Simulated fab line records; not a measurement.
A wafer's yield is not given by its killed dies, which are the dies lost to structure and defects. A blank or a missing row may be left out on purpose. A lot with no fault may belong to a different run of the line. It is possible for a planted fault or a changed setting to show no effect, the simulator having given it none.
fab line records    flow n5_finfet
record: lots: 9  wafers: 26  last_day: 18
route steps=1938 shown BEOL_M4@1105 BEOL_M5@1113 PASSIVATION@1936
lots that met no fault: taken from a fault-free run of the same line
start_h: start of the lot's first displayed wafer, in hours after the record's first day    wait_h: time in hours since the lot's previous step    " same as the row above    L1.1+2: several wafers, shown together as one row    - no value, or no start was given    * or withheld: withheld    < > ~ a bound
route shown NAME@n: NAME is a module with steps in the file, n the number in the route of the first one    usual: the fault-free wafers' mean and standard deviation    same: alike in all rows    chamber/n: place in a boat    sites: each site's reading    _std_site: standard deviation across them    _edge_site: the outer-site mean with the inner-site mean subtracted    radius_mm: how far each site lies from the wafer's centre    mask NAME#n: copy n    behind: tool/chamber where the wafer was last shaped    hold: what put the lot on hold/how long, in hours/how the hold closed    device: names the non-switching transistor (n, p or np)    end of line: the tests these same wafers got at the end of their route    a step with no rows: only its recipe    killed: the dies lost at the first sort to structure and to defects; this is not the yield of the wafer    map: the dies of a wafer, with x for killed, . for not killed, _ for no die there
set.NAME: the setting as run; set.NAME@STEP: as run at that earlier step    model.NAME: the simulator's own value behind a step, which no gauge read
steps of the route over a sample of lots; a table a step, a row a wafer
services: when a tool's chamber went out of use (start_h, in hours from the record's first day, below 0 if earlier), for how many hours, and the reason
== steps ==
step: N5_BEOL_M4_PRE_CLEAN_60
recipe: gas: NH3/H2  time_s: 15  temp_c: *  rf_power_w: 300
usual: heater_power_w: 88/14
lot.wafer  tool       chamber  start_h  wait_h  heater_power_w  since_wet_clean_h
L547.1     cvd_co-02  1        178.07   0.1     87              1157
L547.2     "          2        "        "       91              260
L547.3     "          0        "        "       94              719
L551.3     cvd_co-02  2        205.91   0.0     88              288
L551.4     "          0        "        "       94              -
L551.6     "          1        "        "       86              -
L556.2     cvd_co-01  0        234.37   0.0     52              994
L556.5     "          0        "        "       50              -
L556.6     "          2        "        "       78              -
L557.4     cvd_co-02  2        254.13   0.1     88              -
L557.6     "          0        "        "       97              -
L558.1     cvd_co-02  2        257.49   0.0     90              339
L558.4     "          1        "        "       87              -
L558.6     "          2        "        "       91              -
L561.1     cvd_co-02  2        270.47   0.0     90              352
L561.2     "          0        "        "       98              812
L561.6     "          2        "        "       91              -
L566.3     cvd_co-02  2        306.90   0.0     90              389
L566.4     "          2        "        "       91              -
L566.6     "          1        "        "       86              -
L568.2     cvd_co-02  1        308.95   0.2     85              1288
L568.3     "          0        "        "       99              850
L568.6     "          2        "        "       92              -
L570.1     cvd_co-01  1        320.17   0.0     115             183
L570.4     "          0        "        "       52              -
L570.6     "          1        "        "       116             -
step: N5_BEOL_M4_RC_MEAS_101
usual: DIBL_N: 36.3/1.6  DIBL_P: 36.5/1.6  IOFF_N: 0.163/0.026  IOFF_P: 0.22/0.033  ION_N: 676/9.9  ION_P: 464/6.5  SS_N: 71.5/0.5  SS_P: 73.3/0.64  VT_N: 249.3/2.9  VT_P: -250/3.2
lot.wafer  tool       chamber  start_h  wait_h  DIBL_N[mV/V]  DIBL_P[mV/V]  IOFF_N[nA/um]  IOFF_P[nA/um]  ION_N[uA/um]  ION_P[uA/um]  SS_N[mV/dec]  SS_P[mV/dec]  VT_N[mV]  VT_P[mV]
L547.1     prober-02  0        178.34   0.0     32.9          32.6          0.114          0.14           671           458           70.9          72.6          255.4     -259
L547.2     "          0        "        "       35.1          35.7          0.150          0.19           669           462           71.1          74.1          249.7     -252
L547.3     "          0        "        "       33.6          34.0          0.129          0.16           661           452           71.8          72.5          252.2     -254
L551.3     prober-01  0        206.53   0.3     36.8          37.1          0.165          0.22           687           468           71.1          72.8          247.6     -248
L551.4     "          0        "        "       37.4          37.5          0.176          0.24           699           479           71.5          73.6          247.3     -248
L551.6     "          0        "        "       37.0          37.0          0.153          0.22           674           462           71.9          73.2          249.2     -251
L556.2     prober-02  0        234.80   0.2     38.9          37.9          0.218          0.28           683           474           72.0          73.7          246.9     -247
L556.5     "          0        "        "       39.4          38.2          0.235          0.28           689           469           72.1          74.2          242.8     -246
L556.6     "          0        "        "       39.1          37.9          0.222          0.28           696           473           72.5          73.8          244.2     -245
L557.4     prober-02  0        254.85   0.5     36.0          36.5          0.165          0.22           677           463           70.5          73.2          250.0     -248
L557.6     "          0        "        "       37.0          37.3          0.172          0.23           678           465           71.0          73.6          248.6     -249
L558.1     prober-01  0        257.76   0.0     35.7          35.7          0.159          0.22           679           465           71.2          73.0          248.4     -249
L558.4     "          0        "        "       33.8          33.9          0.133          0.20           664           467           70.5          72.6          249.7     -249
L558.6     "          0        "        "       35.4          36.0          0.158          0.23           672           460           71.8          73.0          250.1     -248
L561.1     prober-02  0        270.75   0.0     37.3          36.9          0.188          0.22           682           458           72.1          73.1          246.8     -248
L561.2     "          0        "        "       36.9          36.7          0.187          0.22           675           459           72.5          73.4          244.9     -250
L561.6     "          0        "        "       36.6          36.5          0.175          0.21           680           461           72.1          72.7          248.3     -249
L566.3     prober-01  0        307.48   0.3     33.9          34.1          0.123          0.21           676           477           71.4          72.4          255.8     -246
L566.4     "          0        "        "       34.3          34.0          0.123          0.20           665           459           71.0          73.1          254.4     -248
L566.6     "          0        "        "       34.3          33.9          0.128          0.21           663           467           71.2          72.2          256.5     -247
L568.2     prober-01  0        309.38   0.2     35.9          35.8          0.146          0.20           667           459           71.0          73.1          253.6     -251
L568.3     "          0        "        "       35.8          36.3          0.143          0.20           671           467           71.2          73.1          250.4     -253
L568.6     "          0        "        "       35.9          36.1          0.152          0.20           675           462           71.4          72.5          251.3     -254
L570.1     prober-01  0        320.48   0.0     36.3          35.8          0.173          0.24           681           463           71.5          73.2          246.1     -246
L570.4     "          0        "        "       36.5          35.5          0.165          0.23           671           462           72.0          74.0          247.7     -246
L570.6     "          0        "        "       38.5          39.0          0.217          0.30           696           473           72.0          74.1          243.8     -245
step: N5_BEOL_M5_CURE_79
recipe: temp_c: 385  time_s: 240  ambient: He/Ar  material: SiCOH_lowk
usual: lamp_power_pct: 52.31/0.055  wafer_temp_C_max: 386.6/0.54
lot.wafer  tool        chamber  start_h  wait_h  lamp_power_pct  wafer_temp_C_max
L547.1     uv_cure-01  1        179.37   0.0     52.35           386.6
L547.2     "           1        "        "       52.27           386.0
L547.3     "           1        "        "       52.30           386.6
L551.3     uv_cure-03  0        207.40   0.2     52.28           386.2
L551.4     "           0        "        "       52.36           386.3
L551.6     "           0        "        "       52.28           386.8
L556.2     uv_cure-03  2        235.74   0.1     52.39           386.8
L556.5     "           2        "        "       52.37           386.9
L556.6     "           2        "        "       52.35           386.8
L557.4     uv_cure-01  2        255.72   0.3     52.23           386.3
L557.6     "           2        "        "       52.35           386.5
L558.1     uv_cure-03  2        258.79   0.0     52.33           386.7
L558.4     "           2        "        "       52.33           386.5
L558.6     "           2        "        "       52.29           386.3
L561.1     uv_cure-01  0        271.80   0.1     52.38           386.3
L561.2     "           0        "        "       52.39           386.6
L561.6     "           0        "        "       52.37           386.2
L566.3     uv_cure-01  2        308.52   0.4     52.36           386.3
L566.4     "           2        "        "       52.41           386.3
L566.6     "           2        "        "       52.24           386.2
L568.2     uv_cure-02  0        310.48   0.3     52.26           386.4
L568.3     "           0        "        "       52.30           386.5
L568.6     "           0        "        "       52.35           386.3
L570.1     uv_cure-01  0        321.50   0.0     52.36           386.0
L570.4     "           0        "        "       52.33           386.4
L570.6     "           0        "        "       52.30           386.7
step: N5_BEOL_M5_ETCH_62
recipe: chemistry: N2/H2  target: SOC  target_depth_a: 750  overetch_a: 150  mask_material: SiARC  temp_c: 40  time_s: 112.5  ion_energy_ev: 200  pressure_mtorr: 30  source_w: 840  bias_w: 150  n2_flow_sccm: 200  h2_flow_sccm: 200
usual: drypump_motor_current_A: 5.7/0.35  oes_product_au: 0.62/0.061  rf_vpp_V: 523.7/2.8  showerhead_plenum_p_Torr: 2.54/0.098  throttle_valve_pct: 17.83/0.26
lot.wafer  tool         chamber  start_h  wait_h  drypump_motor_current_A  oes_product_au  rf_hours_counter_h  rf_vpp_V  showerhead_plenum_p_Torr  throttle_valve_pct
L547.1     rie_diel-05  3        182.47   0.0     5.5                      0.73            14                  523.8     2.50                      17.75
L547.2     "            0        "        "       6.2                      0.58            163                 523.1     2.53                      17.83
L547.3     "            2        "        "       6.1                      0.57            205                 527.2     2.63                      17.55
L551.3     rie_diel-05  1        210.77   0.0     5.2                      0.69            32                  522.4     2.48                      17.72
L551.4     "            2        "        "       6.0                      0.57            213                 527.5     2.62                      17.56
L551.6     "            1        "        "       5.2                      0.69            -                   522.6     2.48                      17.73
L556.2     rie_diel-05  3        237.59   0.0     5.6                      0.62            31                  519.5     2.49                      17.75
L556.5     "            0        "        "       6.2                      0.56            -                   523.3     2.53                      17.87
L556.6     "            1        "        "       5.2                      0.58            -                   522.9     2.48                      17.72
L557.4     rie_diel-05  3        257.46   0.0     5.5                      0.70            38                  522.3     2.49                      17.77
L557.6     "            0        "        "       6.1                      0.49            -                   524.1     2.52                      17.85
L558.1     rie_diel-05  2        261.53   0.0     6.0                      0.56            228                 526.1     2.62                      17.58
L558.4     "            1        "        "       5.2                      0.68            48                  521.2     2.48                      17.73
L558.6     "            1        "        "       5.2                      0.58            -                   522.1     2.48                      17.75
L561.1     rie_diel-02  2        274.28   0.0     5.5                      0.59            142                 519.0     2.44                      17.67
L561.2     "            0        "        "       5.4                      0.74            7                   526.3     2.59                      17.44
L561.6     "            0        "        "       5.4                      0.74            -                   525.6     2.60                      17.45
L566.3     rie_diel-02  2        312.54   0.0     5.5                      0.58            154                 520.4     2.44                      17.71
L566.4     "            3        "        "       5.5                      0.57            203                 523.1     2.52                      18.00
L566.6     "            0        "        "       5.4                      0.72            -                   524.6     2.59                      17.45
L568.2     rie_diel-06  1        312.89   0.0     5.9                      0.57            175                 518.8     2.33                      18.25
L568.3     "            3        "        "       5.3                      0.71            40                  527.2     2.69                      17.37
L568.6     "            3        "        "       5.3                      0.70            -                   528.4     2.69                      17.38
L570.1     rie_diel-05  1        323.01   0.0     5.2                      0.65            65                  521.2     2.47                      17.78
L570.4     "            3        "        "       5.6                      0.68            58                  521.2     2.48                      17.80
L570.6     "            0        "        "       6.1                      0.55            -                   523.6     2.52                      17.89
step: N5_BEOL_M5_HM_OPEN_17
recipe: chemistry: Cl2/BCl3  target_depth_a: 200  overetch_a: 60  target: TiN  mask_material: SOC  ion_energy_ev: 150  pressure_mtorr: 10  icp_w: 1000  bias_w: 126  Cl2_flow_sccm: 53.25  bcl3_flow_sccm: 21.75  Ar_flow_sccm: 25
usual: drypump_motor_current_A: 5.8/0.35  oes_product_au: 0.68/0.093  throttle_valve_pct: 22.18/0.16
lot.wafer  tool          chamber  start_h  wait_h  drypump_motor_current_A  oes_product_au  rf_hours_counter_h  throttle_valve_pct
L547.1     rie_metal-02  1        182.64   0.0     5.7                      0.83            2                   22.16
L547.2     "             0        "        "       5.3                      0.62            48                  22.44
L547.3     "             1        "        "       5.7                      0.82            -                   22.16
L551.3     rie_metal-03  0        210.97   0.1     5.5                      0.65            -                   22.31
L551.4     "             1        "        "       5.6                      0.75            -                   22.04
L551.6     "             1        "        "       5.6                      0.75            -                   22.05
L556.2     rie_metal-01  1        237.75   0.0     6.2                      0.24            110                 22.74
L556.5     "             0        "        "       6.1                      0.75            -                   21.98
L556.6     "             1        "        "       6.2                      0.24            -                   22.75
L557.4     rie_metal-01  0        257.66   0.1     6.1                      0.74            -                   22.02
L557.6     "             1        "        "       6.2                      0.23            -                   22.75
L558.1     rie_metal-02  1        261.69   0.0     5.7                      0.78            9                   22.14
L558.4     "             1        "        "       5.7                      0.78            -                   22.15
L558.6     "             1        "        "       5.7                      0.35            -                   22.82
L561.1     rie_metal-02  0        274.45   0.0     5.3                      0.61            56                  22.45
L561.2     "             1        "        "       5.7                      0.77            10                  22.18
L561.6     "             0        "        "       5.3                      0.61            -                   22.43
L566.3     rie_metal-03  1        312.77   0.1     5.6                      0.73            -                   22.07
L566.4     "             1        "        "       5.6                      0.72            -                   22.07
L566.6     "             1        "        "       5.6                      0.72            -                   22.07
L568.2     rie_metal-01  0        313.11   0.1     6.1                      0.73            16                  22.00
L568.3     "             0        "        "       6.1                      0.73            -                   21.99
L568.6     "             1        "        "       6.3                      0.53            -                   22.10
L570.1     rie_metal-01  1        323.18   0.0     6.2                      0.52            118                 22.13
L570.4     "             1        "        "       6.2                      0.53            -                   22.13
L570.6     "             1        "        "       6.2                      0.52            -                   22.10
step: N5_BEOL_M5_CD_MEAS_18
recipe: pitch_nm: 56  target_cd_nm: 28
usual: cd_nm: 28.12/0.26
lot.wafer  tool       chamber  start_h  wait_h  cd_nm
L547.1     cd_sem-01  -        182.87   0.0     27.94
L547.2     "          -        "        "       27.64
L547.3     "          -        "        "       28.32
L551.3     cd_sem-02  -        211.12   0.1     28.64
L551.4     "          -        "        "       28.33
L551.6     "          -        "        "       28.04
L556.2     cd_sem-01  -        237.94   0.1     -
L556.5     "          -        "        "       28.23
L556.6     "          -        "        "       -
L557.4     cd_sem-01  -        257.97   0.1     28.07
L557.6     "          -        "        "       -
L558.1     cd_sem-03  -        261.88   0.1     28.40
L558.4     "          -        "        "       28.37
L558.6     "          -        "        "       -
L561.1     cd_sem-03  -        274.63   0.0     27.95
L561.2     "          -        "        "       28.48
L561.6     "          -        "        "       28.33
L566.3     cd_sem-02  -        313.08   0.1     27.84
L566.4     "          -        "        "       27.89
L566.6     "          -        "        "       28.00
L568.2     cd_sem-02  -        313.34   0.1     27.84
L568.3     "          -        "        "       28.06
L568.6     "          -        "        "       28.18
L570.1     cd_sem-01  -        323.36   0.0     28.00
L570.4     "          -        "        "       27.90
L570.6     "          -        "        "       28.52
step: N5_BEOL_M5_INSPECT_30
recipe: mode: adi  inspect_instrument: brightfield
usual: raw_defect_count: 378/96
lot.wafer  tool               chamber  start_h  wait_h  raw_defect_count
L547.1     defect_inspect-02  -        185.53   0.1     225
L547.2     "                  -        "        "       326
L547.3     "                  -        "        "       219
L551.3     defect_inspect-01  -        214.35   0.0     496
L551.4     "                  -        "        "       386
L551.6     "                  -        "        "       307
L556.2     defect_inspect-02  -        238.62   0.0     498
L556.5     "                  -        "        "       547
L556.6     "                  -        "        "       366
L557.4     defect_inspect-01  -        259.70   0.0     540
L557.6     "                  -        "        "       567
L558.1     defect_inspect-02  -        264.76   0.1     244
L558.4     "                  -        "        "       421
L558.6     "                  -        "        "       336
L561.1     defect_inspect-01  -        277.11   0.1     373
L561.2     "                  -        "        "       507
L561.6     "                  -        "        "       622
L568.2     defect_inspect-02  -        315.47   0.0     357
L568.3     "                  -        "        "       347
L568.6     "                  -        "        "       426
L566.3     defect_inspect-01  -        315.52   0.0     450
L566.4     "                  -        "        "       404
L566.6     "                  -        "        "       356
L570.1     defect_inspect-02  -        324.59   0.1     553
L570.4     "                  -        "        "       423
L570.6     "                  -        "        "       400
step: N5_BEOL_M5_OCD_MEAS_38
usual: trench_depth_nm: 71.6/1.1
lot.wafer  tool    chamber  start_h  wait_h  trench_depth_nm
L547.1     ocd-02  -        186.25   -       73.0
L547.2     "       -        "        "       73.0
L547.3     "       -        "        "       72.8
L551.3     ocd-01  -        214.80   -       71.3
L551.4     "       -        "        "       70.6
L551.6     "       -        "        "       70.1
L556.2     ocd-01  -        239.94   -       -
L556.5     "       -        "        "       72.4
L556.6     "       -        "        "       -
L557.4     ocd-01  -        260.16   -       71.3
L557.6     "       -        "        "       -
L558.1     ocd-02  -        265.34   -       74.5
L558.4     "       -        "        "       73.7
L558.6     "       -        "        "       -
L561.1     ocd-02  -        277.57   -       72.6
L561.2     "       -        "        "       71.5
L561.6     "       -        "        "       71.1
L568.2     ocd-02  -        316.19   -       72.9
L568.3     "       -        "        "       72.0
L568.6     "       -        "        "       73.5
L566.3     ocd-02  -        316.27   -       70.3
L566.4     "       -        "        "       70.1
L566.6     "       -        "        "       70.6
L570.1     ocd-02  -        325.04   -       72.3
L570.4     "       -        "        "       70.1
L570.6     "       -        "        "       72.1
step: N5_PASSIVATION_PROBE_49
usual: defect_limited_yield: 91.2/1.5  killed_at_M0_to_M3: 32/9.6  killed_at_M4_up: 13/5.3  killed_at_contacts: 13/6.7  killed_at_front_end: 42/11  killed_at_other: 3.8/2.9  killed_dies: 103/17  killed_on_rim: 14/4.4  killed_open: 67/13  killed_short: 35/7.9  sort_bin_5_function: 5.2/0.94  sort_bin_6_memory: 3.3/0.64  sort_n_pass: 1077/17  sort_yield_pct: 91.2/1.5
same: gross_dies: 1180  killed_at_back_side: 0  sort_bin_4_leakage[%]: 0  sort_bin_8_speed[%]: 0
lot.wafer  tool       chamber  start_h  wait_h  defect_limited_yield[%]  killed_at_M0_to_M3  killed_at_M4_up  killed_at_contacts  killed_at_front_end  killed_at_other  killed_dies  killed_on_rim  killed_open  killed_short  sort_bin_5_function[%]  sort_bin_6_memory[%]  sort_n_pass  sort_yield_pct[%]
L556.2     prober-01  -        346.21   0.1     0                        25                  1092             5                   51                   7                1180         152            74           25            96.8                    3.0                   0            0
L556.5     prober-01  -        346.36   0.2     91.6                     22                  12               9                   47                   9                99           8              63           35            5.3                     3.0                   1081         91.6
L556.6     prober-01  -        346.41   0.3     0                        36                  1076             9                   50                   9                1180         152            75           37            95.9                    3.9                   0            0
L557.4     prober-02  -        358.40   0.2     92.0                     39                  11               4                   36                   4                94           16             60           32            4.9                     2.8                   1086         92.0
L557.6     prober-02  -        358.50   0.3     0                        32                  1100             8                   36                   4                1180         152            52           31            96.9                    2.9                   0            0
L558.1     prober-01  -        367.03   0.0     91.9                     29                  14               10                  36                   7                96           13             63           33            4.4                     3.5                   1084         91.9
L558.4     prober-01  -        367.18   0.2     94.2                     14                  13               16                  25                   1                69           9              48           20            3.6                     2.1                   1111         94.2
L558.6     prober-01  -        367.28   0.3     0                        12                  1108             14                  37                   9                1180         152            53           31            97.0                    2.9                   0            0
killed by level:class
L556.2 BEOL_M5:area_etch=1081 STI_FIN_REVEAL:geometric_particle:open=15 BEOL_M1:geometric_particle:open=11 FIN_SAQP:geometric_particle:open=9 DUMMY_GATE:geometric_particle:open=7 BEOL_M0_SAQP:geometric_particle:short=6 BEOL_M0_SAQP:geometric_particle:open=5 MOL_CONTACT_COAG:geometric_particle:open=5
L556.5 STI_FIN_REVEAL:geometric_particle:open=15 BEOL_M3:geometric_particle:open=9 FIN_SAQP:geometric_particle:short=8 MOL_CONTACT_COAG:geometric_particle:open=7 BEOL_M4:geometric_particle:open=5 FIN_SAQP:geometric_particle:open=4 DUMMY_GATE:geometric_particle:open=4 GATE_CUT:geometric_particle:short=4
L556.6 BEOL_M5:area_etch=1068 STI_FIN_REVEAL:geometric_particle:open=27 BEOL_M0_SAQP:geometric_particle:short=15 BEOL_M0_SAQP:geometric_particle:open=13 MOL_CONTACT_COAG:geometric_particle:open=8 FIN_SAQP:geometric_particle:short=6 BEOL_M1:geometric_particle:open=6 BEOL_M7:geometric_particle:open=4
L557.4 STI_FIN_REVEAL:geometric_particle:open=12 FIN_SAQP:geometric_particle:open=7 BEOL_M1:geometric_particle:open=7 BEOL_M3:geometric_particle:open=7 BEOL_M0_SAQP:geometric_particle:short=6 GATE_CUT:geometric_particle:short=4 MOL_CONTACT_COAG:geometric_particle:open=4 BEOL_M0_SAQP:geometric_particle:open=4
L557.6 BEOL_M5:area_etch=1096 STI_FIN_REVEAL:geometric_particle:open=9 BEOL_M0_SAQP:geometric_particle:open=9 BEOL_M0_SAQP:geometric_particle:short=7 BEOL_M1:geometric_particle:open=6 ILD0:geometric_particle:open=5 GATE_CUT:geometric_particle:short=5 MOL_CONTACT_COAG:geometric_particle:open=5
L558.1 BEOL_M3:geometric_particle:open=12 STI_FIN_REVEAL:geometric_particle:open=11 MOL_CONTACT_COAG:geometric_particle:open=8 BEOL_M0_SAQP:geometric_particle:short=6 DUMMY_GATE:geometric_particle:open=6 BEOL_M4:geometric_particle:open=6 BEOL_M3:geometric_particle:short=5 STARTING-WAFER:geometric_particle:open=5
L558.4 MOL_CONTACT_COAG:geometric_particle:open=12 STI_FIN_REVEAL:geometric_particle:open=8 BEOL_M3:geometric_particle:open=6 BEOL_M4:geometric_particle:open=6 MOL_CONTACT_COAG:geometric_particle:short=4 DUMMY_GATE:geometric_particle:open=3 STARTING-WAFER:geometric_particle:open=3 FIN_SAQP:geometric_particle:short=2
L558.6 BEOL_M5:area_etch=1095 MOL_CONTACT_COAG:geometric_particle:open=11 FIN_SAQP:geometric_particle:open=8 FIN_SAQP:geometric_particle:short=8 DUMMY_GATE:geometric_particle:open=6 BEOL_M4:geometric_particle:open=5 BEOL_M2:geometric_particle:open=4 PASS1_DEP:geometric_particle:open=4
== services ==
tool          chamber  start_h  hours  kind
uv_cure-03    -        155.52   18.4   repair
cvd_co-02     -        160.29   14.6   pm
rie_diel-06   1        185.66   1.9    repair
rie_diel-02   2        186.31   1.2    repair
cvd_co-01     -        201.25   2.8    pm
rie_diel-02   -        211.42   0.1    repair
rie_diel-02   0        219.73   -      clean
rie_diel-02   0        219.73   -      consumable_replace:focus_ring
rie_diel-02   0        219.73   32.4   scheduled_down
rie_metal-02  -        224.83   1.2    repair
rie_metal-03  -        225.57   28.1   pm
uv_cure-02    -        226.67   3.9    repair
rie_diel-02   1        234.79   10.1   repair
rie_metal-02  -        239.47   1.7    repair
cvd_co-02     0        240.22   3.9    repair
uv_cure-02    -        260.12   44.8   repair
cvd_co-01     -        263.83   0.6    repair
uv_cure-01    -        273.69   22.2   pm
rie_diel-05   0        290.58   14.1   repair
rie_metal-01  -        292.87   14.6   pm
cvd_co-01     -        301.80   14.6   pm
rie_metal-03  -        303.59   1.4    pm
rie_metal-03  0        309.96   21.4   repair
rie_metal-02  1        310.40   10.4   repair
== key ==
first_sign: step: N5_BEOL_M5_HM_OPEN_17  reading: oes_product_au  direction: down  sigmas: 4.4  usual: 0.68  struck: 0.26
effect: step: N5_BEOL_M5_CD_MEAS_18  reading: cd_nm  direction: missing
effect: step: N5_BEOL_M5_OCD_MEAS_38  reading: trench_depth_nm  direction: missing
effect: step: N5_PASSIVATION_PROBE_49  reading: killed_at_M4_up  direction: up  sigmas: 99+  usual: 13  struck: 1094
more_kills_born_at: N5_BEOL_M5_ETCH_62@rie_diel-05: 4340
met_at N5_BEOL_M5_ETCH_62
struck_lots L556,L557,L558
struck_wafers L556.2,L556.6,L557.6,L558.6
later_rows_left_out L556.2,L556.6,L557.6,L558.6
not_acting_at N5_BEOL_M4_PRE_CLEAN_60,N5_BEOL_M5_CURE_79,N5_BEOL_M5_INSPECT_30
onset_between 210.77 237.59
fault: kind: process_parameter_drift  tool: rie_diel-05  chamber: -  onset_h: 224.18  steps: N5_BEOL_M5_ETCH_62  channel: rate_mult  offset: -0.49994  shape: step  end_h: 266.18  scope: struck_wafers_only
later_rows_left_out: the simulator's readings of these wafers behind a module that went badly wrong aren't trusted and aren't shown, but for the sort
